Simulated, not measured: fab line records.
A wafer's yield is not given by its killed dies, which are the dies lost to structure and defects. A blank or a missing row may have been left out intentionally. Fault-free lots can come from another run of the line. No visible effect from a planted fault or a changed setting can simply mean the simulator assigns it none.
Matching of chambers / flow n5_finfet / N5_SD_EPI_N_DESCUM_14 on rie_diel-05 has 4 sister chambers
The step chemistry O2, time 7.9 s. 8 wafers are shown with their chamber, then 8 later ones without.

EACH WAFER AND ITS CHAMBER
wafer=L078.1; chamber=3; showerhead_plenum_p_Torr (Torr)=2.18; throttle_valve_pct (%)=20.26
wafer=L078.4; chamber=0; showerhead_plenum_p_Torr (Torr)=2.11; throttle_valve_pct (%)=20.41
wafer=L083.1; chamber=1; showerhead_plenum_p_Torr (Torr)=2.05; throttle_valve_pct (%)=20.13
wafer=L083.5; chamber=0; showerhead_plenum_p_Torr (Torr)=2.11; throttle_valve_pct (%)=20.41
wafer=L083.6; chamber=1; showerhead_plenum_p_Torr (Torr)=2.05; throttle_valve_pct (%)=20.12
wafer=L088.5; chamber=2; showerhead_plenum_p_Torr (Torr)=2.09; throttle_valve_pct (%)=20.26
wafer=L088.6; chamber=3; showerhead_plenum_p_Torr (Torr)=2.17; throttle_valve_pct (%)=20.29
wafer=L090.2; chamber=2; showerhead_plenum_p_Torr (Torr)=2.09; throttle_valve_pct (%)=20.26

WAFERS WITH NO CHAMBER GIVEN
wafer=L090.4; showerhead_plenum_p_Torr (Torr)=2.17; throttle_valve_pct (%)=20.30
wafer=L090.5; showerhead_plenum_p_Torr (Torr)=2.09; throttle_valve_pct (%)=20.25
wafer=L092.2; showerhead_plenum_p_Torr (Torr)=2.08; throttle_valve_pct (%)=20.26
wafer=L092.3; showerhead_plenum_p_Torr (Torr)=2.10; throttle_valve_pct (%)=20.43
wafer=L092.4; showerhead_plenum_p_Torr (Torr)=2.05; throttle_valve_pct (%)=20.14
wafer=L093.3; showerhead_plenum_p_Torr (Torr)=2.05; throttle_valve_pct (%)=20.14
wafer=L093.5; showerhead_plenum_p_Torr (Torr)=2.05; throttle_valve_pct (%)=20.14
wafer=L093.6; showerhead_plenum_p_Torr (Torr)=2.08; throttle_valve_pct (%)=20.27

WHICH CHAMBER EACH ONE RAN IN
wafer=L090.4; from the rows above=3; in truth=3
wafer=L090.5; from the rows above=2; in truth=2
wafer=L092.2; from the rows above=2; in truth=2
wafer=L092.3; from the rows above=0; in truth=0
wafer=L092.4; from the rows above=1; in truth=1
wafer=L093.3; from the rows above=1; in truth=1
wafer=L093.5; from the rows above=1; in truth=1
wafer=L093.6; from the rows above=2; in truth=2
Correctly placed: 8 of 8. From these rows, 0 cannot be placed. 0 placed wrongly.
How it was worked out, from the rows above alone: a wafer's distance from a chamber is the root of the sum, over the readings, of the square of ((its reading less the chamber's mean) divided by the reading's scatter). If the next closest chamber is less than 2 further off than the closest, the wafer can't be placed; otherwise it belongs to the closest. For every chamber, the mean is computed from those of its wafers that are shown. The scatter: the root of (the sum of the squares of (reading less its chamber's mean) over the shown wafers, divided by (wafers less chambers)).
